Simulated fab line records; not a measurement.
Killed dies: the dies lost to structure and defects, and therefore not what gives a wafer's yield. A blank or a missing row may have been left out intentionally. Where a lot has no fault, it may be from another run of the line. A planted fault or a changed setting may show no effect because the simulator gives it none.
Chamber matching + flow nand_harc + NHARC_A_M1_CMP_23 on cmp-02 has 4 sister chambers
The step polishes, t overpolish 20 s, target thk 154.34 nm. 8 wafers are shown with their chamber, then 7 later ones without.

WAFERS PAIRED WITH THEIR CHAMBERS
| wafer  | chamber | motor_current_A (A) | time_to_endpoint_s (s) |
|--------|---------|---------------------|------------------------|
| L222.3 | 0       | 13.6                | 34.0                   |
| L224.1 | 3       | 11.3                | 30.5                   |
| L224.2 | 1       | 11.2                | 28.1                   |
| L229.1 | 1       | 11.1                | 31.3                   |
| L229.5 | 3       | 10.8                | 31.5                   |
| L229.6 | 2       | 10.6                | 20.0                   |
| L237.3 | 2       | 10.3                | 25.9                   |
| L237.4 | 0       | 13.3                | 26.3                   |

WAFERS WITHOUT THEIR CHAMBER
| wafer  | motor_current_A (A) | time_to_endpoint_s (s) |
|--------|---------------------|------------------------|
| L237.5 | 10.2                | 28.4                   |
| L238.1 | 10.9                | 26.6                   |
| L238.2 | 13.8                | 31.5                   |
| L238.5 | 11.0                | 26.7                   |
| L239.1 | 10.3                | 28.7                   |
| L239.3 | 11.1                | 26.9                   |
| L239.5 | 10.9                | 27.8                   |

THE CHAMBER EACH PASSED THROUGH
| wafer  | from the rows above          | in truth |
|--------|------------------------------|----------|
| L237.5 | can't be placed: 2 or 3      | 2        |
| L238.1 | can't be placed: 1 or 3 or 2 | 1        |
| L238.2 | 0                            | 0        |
| L238.5 | can't be placed: 1 or 3 or 2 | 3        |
| L239.1 | can't be placed: 2 or 3 or 1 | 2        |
| L239.3 | can't be placed: 1 or 3      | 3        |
| L239.5 | can't be placed: 3 or 1 or 2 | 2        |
Correct placement for 1 of the 7. Unplaceable from these rows: 6, with the true chamber sitting among the candidates in 6. 0 placed wrongly.
How it was worked out, from the rows above alone: a wafer's distance from a chamber is the root of the sum, over the readings, of the square of ((its reading less the chamber's mean) divided by the reading's scatter). The wafer belongs to the nearest chamber; if the next one is less than 2 further off, it can't be placed. For every chamber, the mean is computed from those of its wafers that are shown. The scatter is the square root of a quotient: the sum, over the shown wafers, of each reading's squared deviation from its chamber's mean, divided by wafers minus chambers.
